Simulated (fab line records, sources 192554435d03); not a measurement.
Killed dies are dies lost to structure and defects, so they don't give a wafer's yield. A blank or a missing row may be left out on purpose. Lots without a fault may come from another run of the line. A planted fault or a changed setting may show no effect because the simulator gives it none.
Problem report in the 8D (eight disciplines) form, filled by code | flow n5_finfet | the parts of the form that need people (team, actions taken, sign-off) are left out

1. THE PROBLEM
M3_OVL at N5_BEOL_M3_OVL_MEAS_12 reads a mean of 10.3 nm on 6 wafers of 2 lots; wafers without a fault read -0.4 nm with a standard deviation of 0.8. That is +13 standard deviations from the usual mean.
First seen on wafer L809.1, day 10 17:07, on overlay-02. The record holds 26 wafers of 9 lots with a number at this step. Rule for "out", or "out of limits": more than 4 standard deviations from the usual mean. The other wafers with a number count as sound.

2. WHAT IT IS AND WHAT IT IS NOT
question                    | is                     | is not
which readings at this step | M3_OVL                 | -
which lots                  | L809, L810             | L798, L801, L803, L812, L813, L816, L817
which wafers of those lots  | all that have a number | -
read on which gauges        | overlay-02             | overlay-01
when                        | from day 10 17:07      | up to then (8 sound wafers); but 12 sound wafers of L812, L813, L816, L817 came after

3. SUSPECTS, AND WHAT RULES EACH OUT
Counting: a tool at a process step up to the reading stays a suspect if it ran every lot that is out and no sound lot after the first of them.
- the gauge at N5_BEOL_M3_OVL_MEAS_12: ruled out. All the wafers that are out were read on overlay-02, but those of them that N5_PASSIVATION_PROBE_49 has rows for are out there too, on other tools.
- euv_scanner-01 at N5_BEOL_M3_EXPOSE_08 (exposes mask M3): kept. It ran every lot that is out, first L809 (day 10 16:58), and no sound lot after that; its last sound lot up to then is L803 (day 9 12:26).
Left after counting: euv_scanner-01 at N5_BEOL_M3_EXPOSE_08.

4. THE CAUSE (what the simulator had put in)
Scanner matching overlay: euv_scanner-01, from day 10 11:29 on, at N5_BEOL_M3_EXPOSE_08. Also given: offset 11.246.
Counting left only this tool.

5. THE CHAIN OF EFFECTS, in route order
Each row: a reading whose mean over the struck wafers that have a number lies more than 3 standard deviations from the usual. Only readings for which the record gives a usual standard deviation are gone through. hours: the time from each lot's start at the first step in this table that gives one to its start at this step, as a median over the lots. sigmas: the change in usual standard deviations.
hours | step                    | reading              | usual   | on struck wafers | change | sigmas
0     | N5_BEOL_M3_OVL_MEAS_12  | M3_OVL               | -0.4 nm | 10.3             | +10.7  | +13
128   | N5_PASSIVATION_PROBE_49 | defect_limited_yield | 91.8 %  | 25.2             | -66.6  | -44
128   | N5_PASSIVATION_PROBE_49 | killed_at_M0_to_M3   | 33      | 795              | +762   | +69
128   | N5_PASSIVATION_PROBE_49 | killed_dies          | 97      | 883              | +786   | +44
128   | N5_PASSIVATION_PROBE_49 | killed_on_rim        | 12      | 117              | +105   | +25
128   | N5_PASSIVATION_PROBE_49 | sort_bin_5_function  | 4.8 %   | 38.4             | +33.6  | +34
128   | N5_PASSIVATION_PROBE_49 | sort_n_pass          | 1083    | 297              | -786   | -44
128   | N5_PASSIVATION_PROBE_49 | sort_yield_pct       | 91.8 %  | 25.2             | -66.6  | -44
The process steps in it:
- N5_PASSIVATION_PROBE_49
Later measuring or inspecting steps at which every struck wafer that the step has a row for has a number for every such reading, and none has moved that far: N5_BEOL_M4_RC_MEAS_101.

6. WHAT WOULD HAVE CAUGHT IT SOONER
In this record the first reading out of limits at a measuring or inspecting step was taken at day 10 17:07, 6 hours after the fault began at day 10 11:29.
Of the tool readings at N5_BEOL_M3_EXPOSE_08 for which the record gives a usual standard deviation, none was out on any struck wafer, so an alarm limit of 4 standard deviations on them would not have fired.
Of the lots that are out (2), L810 began N5_BEOL_M3_EXPOSE_08 on euv_scanner-01 after day 10 17:07. A hold on the tool at that time would have spared it.
